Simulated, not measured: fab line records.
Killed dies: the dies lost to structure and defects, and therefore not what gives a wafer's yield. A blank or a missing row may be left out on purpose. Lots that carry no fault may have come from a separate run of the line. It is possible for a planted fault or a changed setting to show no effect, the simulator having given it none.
Matching of chambers ; flow n5_finfet ; N5_BEOL_M10_ETCH_61 on rie_diel-05 has 4 sister chambers
The step etches SiARC in CF4, target depth 39 nm, time 65 s. 16 wafers are shown with their chamber, then 8 later ones without.

## WAFERS PAIRED WITH THEIR CHAMBERS
wafer;chamber;drypump_motor_current_A (A);oes_product_au (a.u.);showerhead_plenum_p_Torr (Torr)
L078.4;3;5.6;0.86;2.19
L078.5;3;5.6;0.86;2.19
L078.6;2;5.9;0.69;2.09
L081.2;1;5.0;0.57;2.13
L081.3;0;6.3;0.65;2.06
L081.5;0;6.3;0.64;2.06
L082.2;1;4.9;0.55;2.13
L082.3;0;6.3;0.64;2.06
L082.6;1;4.9;0.55;2.13
L086.1;2;5.9;0.68;2.08
L086.2;1;4.9;0.56;2.13
L086.3;0;6.3;0.64;2.06
L087.1;0;6.3;0.63;2.05
L087.2;1;5.0;0.55;2.12
L087.4;0;6.2;0.63;2.05
L085.1;1;4.9;0.55;2.12

SIGNATURES (means of the wafers above)
reading;chamber 0;chamber 1;chamber 2;chamber 3;scatter within a chamber
drypump_motor_current_A;6.283;4.933;5.900;5.600;0.0425
oes_product_au;0.6383;0.5550;0.6850;0.8600;0.00755
showerhead_plenum_p_Torr;2.0567;2.1267;2.0850;2.1900;0.00514
Rule: distance of a wafer from a chamber = root of the sum over the readings of ((wafer's reading minus chamber's mean) / reading's scatter) squared. If the next closest chamber is less than 2 further off than the closest, the wafer can't be placed; otherwise it belongs to the closest. How the scatter is found: for the shown wafers, subtract from each reading the mean of its chamber, square and add these, divide the total by (wafers less chambers), then take the root.

## WAFERS WHOSE CHAMBER IS MISSING
wafer;drypump_motor_current_A (A);oes_product_au (a.u.);showerhead_plenum_p_Torr (Torr)
L085.4;6.3;0.64;2.05
L085.6;4.9;0.56;2.12
L096.1;4.9;0.54;2.12
L096.3;5.9;0.67;2.07
L096.5;6.3;0.62;2.05
L094.2;4.9;0.54;2.12
L094.3;6.3;0.62;2.05
L094.5;6.3;0.63;2.05

## THE CHAMBER EACH PASSED THROUGH
wafer;from the rows above;in truth
L085.4;0;0
L085.6;1;1
L096.1;1;1
L096.3;2;2
L096.5;0;0
L094.2;1;1
L094.3;0;0
L094.5;0;0
Correctly placed: 8 of 8. Number that these rows cannot place: 0. Number placed wrongly: 0.
